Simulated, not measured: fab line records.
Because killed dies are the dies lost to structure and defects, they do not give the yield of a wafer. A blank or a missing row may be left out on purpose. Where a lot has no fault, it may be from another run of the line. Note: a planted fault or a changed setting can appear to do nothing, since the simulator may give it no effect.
A struck lot beside a sound one	flow nandHarc	23 steps out of a route of 1159
Sound: these wafers, L456.1, L456.2, L456.4. Wafers L467.1, L467.3, L467.6 were the ones struck. Last of all comes the cause.
Per side, at each step with rows, come the tool, then ch with its chambers, and then its first start. Under that, the readings that differ: sound wafers	struck wafers	difference of the means	sigmas: that difference in standard deviations of wafers without a fault.
alike: same words and numbers on both sides, and readings whose means sit less than 2 such deviations apart. not compared: any withheld reading, any reading some wafer has no value for, any bound like >300 that may hide the same value, and any number with overlapping values for which the record gives no deviation.
Wherever a step has rows on one side only, a row that says differs or no value, or a row with sigmas, the two part there. Non-overlapping numbers with no deviation appear without sigmas and do not part them. A reading missing from all wafers of one side parts the sides only when that side holds two or more wafers.

NHARC_A_CONTACT_CMP_20: polishes, t overpolish 30 s, target thk 300 nm.
  sound on cmp-03 ch 0,2,3, day 18 10:07; struck on cmp-04 ch 0,1,3, day 21 13:31
  alike: motorCurrentA, overpolishRunS, timeToEndpointS
next, for these wafers, 1 step has no rows: NHARC_A_CONTACT_SRD_22.
NHARC_A_CONTACT_INSPECT_23:
  sound: defectInspect-01 at day 18 10:29; struck: defectInspect-01 at day 21 13:54
reading	sound	struck	difference	sigmas
rawDefectCount	544 749 569	309 306 213	-345	-3
then, 8 steps without rows for these wafers: NHARC_A_BLC_DEHYDRATE_00 (time 120 s); NHARC_A_BLC_HMDS_01 (time 30 s); NHARC_A_BLC_COAT_02 (time 75 s); NHARC_A_BLC_COAT_03 (time 65 s); NHARC_A_BLC_COAT_04 (resist thk 90 nm); NHARC_A_BLC_SOFTBAKE_05 (time 55 s); NHARC_A_BLC_EBR_06; NHARC_A_BLC_EXPOSE_07 (exposes mask A BLC, target cd 100 nm).
NHARC_A_BLC_PEB_08: peb time 65 s.
  sound on lithoTrack-04 ch 0, day 18 10:47; struck on lithoTrack-01 ch 0, day 21 14:20
reading	sound	struck	difference	sigmas
heaterPowerTotalW (W)	157.1 156.1 156.0	150.1 149.6 150.5	-6.3	-16
plateTempC (C)	100.07 99.96 100.25	97.06 97.01 97.14	-3.02	-22
then, 1 step without rows for these wafers: NHARC_A_BLC_DEVELOP_09 (develop time 35 s).
NHARC_A_BLC_CD_MEAS_10: target cd 100 nm.
  sound on cdSem-01 ch 0, day 18 10:52; struck on cdSem-03 ch 0, day 21 14:25
reading	sound	struck	difference	sigmas
cdNm (nm)	100.6 99.6 99.7	90.9 91.4 91.0	-8.9	-17
NHARC_A_BLC_OVL_MEAS_11:
  sound: overlay-02 at day 18 10:58; struck: overlay-02 at day 21 14:30
reading	sound	struck	difference	sigmas
overlayXNm (nm)	1.0 1.0 1.4	-0.3 -0.6 0.1	-1.4	-2
overlayYNm (nm)	1.9 1.8 1.6	-1.1 -1.3 -0.5	-2.7	-3
NHARC_A_BLC_INSPECT_12:
  sound: defectInspect-01 at day 18 11:00; struck: defectInspect-02 at day 21 14:32
  alike: rawDefectCount
NHARC_A_BLC_DESCUM_15: chemistry O2, time 3 s.
  sound on rieDiel-03 ch 1,2,3, day 18 11:04; struck on rieDiel-04 ch 0,3, day 21 14:36
reading	sound	struck	difference	sigmas
model.A_BLC.cdNm (nm)	100.2 100.1 100.2	91.61 91.85 91.45	-8.53	
  alike: drypumpMotorCurrentA, oesProductAu, rfVppV, showerheadPlenumPTorr, throttleValvePct
  not compared: rfHoursCounterH
NHARC_A_BLC_ETCH_16: etches the open film in CF4, target depth 39 nm, time 65 s.
  sound on rieDiel-03 ch 0,1,3, day 18 11:09; struck on rieDiel-04 ch 1,2, day 21 14:41
reading	sound	struck	difference	sigmas
oesProductAu (a.u.)	0.996 0.985 0.995	1.015 1.004 1.020	+0.021	+3
  alike: drypumpMotorCurrentA, rfVppV, showerheadPlenumPTorr, throttleValvePct
  not compared: rfHoursCounterH
NHARC_A_BLC_ETCH_17: etches the open film in N2/H2, target depth 390 nm, time 609.38 s.
  sound on rieDiel-03 ch 1,2,3; struck on rieDiel-04 ch 0,1,2
  alike: drypumpMotorCurrentA, oesProductAu, rfVppV, showerheadPlenumPTorr, throttleValvePct
  not compared: rfHoursCounterH
NHARC_A_BLC_ETCH_18: etches the open film in C4F8/O2/Ar, target depth 910 nm.
  sound on rieDiel-03 ch 0,2,3; struck on rieDiel-04 ch 0,1,2
reading	sound	struck	difference	sigmas
model.A_BLC.cdNm (nm)	100.2 99.42 101.2	90.25 90.06 91.36	-9.72	
  alike: oesProductAu, rfVppV
  not compared: rfHoursCounterH
NHARC_A_BLC_CD_MEAS_19:
  sound: cdSem-03 at day 18 12:02; struck: cdSem-01 at day 21 15:34
reading	sound	struck	difference	sigmas
cdNm (nm)	100.1 99.4 101.2	90.5 89.9 91.0	-9.8	-8
NHARC_A_BLC_STRIP_29: strips in CF4.
  sound on rieDiel-03 ch 0,1,2, day 18 12:06; struck on rieDiel-03 ch 2,3, day 21 15:39
  alike: drypumpMotorCurrentA, oesProductAu, rfVppV, showerheadPlenumPTorr, throttleValvePct
  not compared: rfHoursCounterH
-- record jumps: 2 days between struck wafers' starts before vs after; left off in module A_BLC, resumes in module END, first step shown is number 1159 of the route --
NHARC_END_SORT_01:
  the record has rows for the struck wafers here (prober-01 ch 0, day 24 01:46) and none for the sound ones

== WHERE THEY PART ==
Earliest at NHARC_A_CONTACT_INSPECT_23; latest, in this record, at NHARC_END_SORT_01.

WHY: whatever the simulator had introduced
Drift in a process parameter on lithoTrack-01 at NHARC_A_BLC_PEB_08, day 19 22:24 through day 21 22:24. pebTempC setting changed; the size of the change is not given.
